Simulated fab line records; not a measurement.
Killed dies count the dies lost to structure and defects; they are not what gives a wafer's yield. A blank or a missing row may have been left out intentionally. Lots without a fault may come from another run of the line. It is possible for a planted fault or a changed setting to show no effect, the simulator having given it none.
Code-filled problem report in 8D (eight disciplines) form    flow n5 finfet    the parts of the form that need people (team, actions taken, sign-off) are left out

== 1. WHAT WENT WRONG ==
oes product au at N5_BEOL_M0_SAQP_ETCH_107 reads a mean of 1.19 a.u. on 2 wafers of 2 lots; wafers without a fault read 0.76 a.u. with a standard deviation of 0.07. That is +6.2 standard deviations from the usual mean.
The step: etches SiNx in CH3F/O2, target depth 30 nm.
First observed at day 8 20:19: wafer L772.2, on rie diel-05. The record has a number at this step for 18 wafers belonging to 6 lots. By rule, "out" or "out of limits" means more than 4 standard deviations away from the usual mean. Any other wafer with a number is counted as sound.

== 2. WHAT THIS IS AND IS NOT ==
question                     is                is not
which readings at this step  oes product au    drypump motor current A, oes_ar_750_au, rf vpp V, showerhead plenum p Torr, throttle valve pct
which lots                   L772, L773        L762, L764, L781, L782
which wafers of those lots   L772.2, L773.6    L772.3, L772.4, L773.1, L773.4
read on which tools          rie diel-05       rie diel-02, rie diel-06
when                         from day 8 20:19  up to then (8 sound wafers); but 8 sound wafers of L773, L781, L782 came after

== 3. SUSPECTS, AND WHAT RULES EACH OUT ==
Counting: a tool at a process step up to the reading stays a suspect if it ran every lot that is out. Sound lots after the first of them don't rule it out here, since some wafers of a struck lot are sound.
- rie si-01 at N5_BEOL_M0_SAQP_MANDREL1_REMOVE_100 (chemistry HBr/Cl2/O2, target a-Si, stops on SiNx, bt time 10 s): kept. It ran every lot that is out, first L772 (day 8 19:26); its last sound lot up to then is L764 (day 6 21:46).
- vapor etch-02 at N5_BEOL_M0_SAQP_RECESS_104 (chemistry HF/NH3, target SiO2, target depth 18 nm, afs cycles 3, sublimation time 60 s): kept. It ran every lot that is out, first L772 (day 8 19:49); its last sound lot up to then is L764 (day 6 22:08).
- rie diel-05 at N5_BEOL_M0_SAQP_ETCH_106 (etches SOC in N2/H2, stops on SiNx, target depth 150 nm): kept. It ran every lot that is out, first L772 (day 8 20:16); its last sound lot up to then is L762 (day 6 07:09).
- rie diel-05 at N5_BEOL_M0_SAQP_ETCH_107 (etches SiNx in CH3F/O2, target depth 30 nm): kept. It ran every lot that is out, first L772 (day 8 20:19); its last sound lot up to then is L762 (day 6 07:13). Its own oes product au readings are out on those wafers.
- In rie diel-05 at N5_BEOL_M0_SAQP_ETCH_106, the wafers that are out were processed in chamber 2 and their sound lot-mates in chambers 0, 1, 3.
- In rie diel-05 at N5_BEOL_M0_SAQP_ETCH_107, the wafers that are out were processed in chamber 2 and their sound lot-mates in chambers 0, 1, 3.
Left after counting: rie si-01 at N5_BEOL_M0_SAQP_MANDREL1_REMOVE_100, vapor etch-02 at N5_BEOL_M0_SAQP_RECESS_104, rie diel-05 at N5_BEOL_M0_SAQP_ETCH_106, rie diel-05 at N5_BEOL_M0_SAQP_ETCH_107.

== 4. THE CAUSE (what the simulator had put in) ==
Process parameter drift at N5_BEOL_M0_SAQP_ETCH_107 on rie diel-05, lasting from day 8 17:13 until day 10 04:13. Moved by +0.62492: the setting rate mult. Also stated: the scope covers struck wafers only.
After counting, 4 suspects remain, this tool included.

== 5. THE EFFECT CHAIN, in route order ==
Rows list readings where the struck wafers' mean (over those with a number) sits beyond 3 standard deviations from the usual. Only readings whose record carries a usual standard deviation are examined. hours: median over the lots of the time between each lot's start at the first step of this table that gives one and its start at this step. sigmas: the change, counted in usual standard deviations.
hours  step                      reading         usual      on struck wafers  change  sigmas
0      N5_BEOL_M0_SAQP_ETCH_107  oes product au  0.76 a.u.  1.19              +0.43   +6.2
Here are the process steps it includes:
- N5_BEOL_M0_SAQP_ETCH_107: etches SiNx in CH3F/O2, target depth 30 nm.
Later steps that measure or inspect, where all struck wafers having a row at the step show a number for every such reading and not one has moved that far: N5_BEOL_M4_RC_MEAS_101.

== 6. HOW IT WOULD HAVE BEEN CAUGHT EARLIER ==
In this record the first reading out of limits was taken at day 8 20:19, 3 hours after the fault began at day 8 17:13.
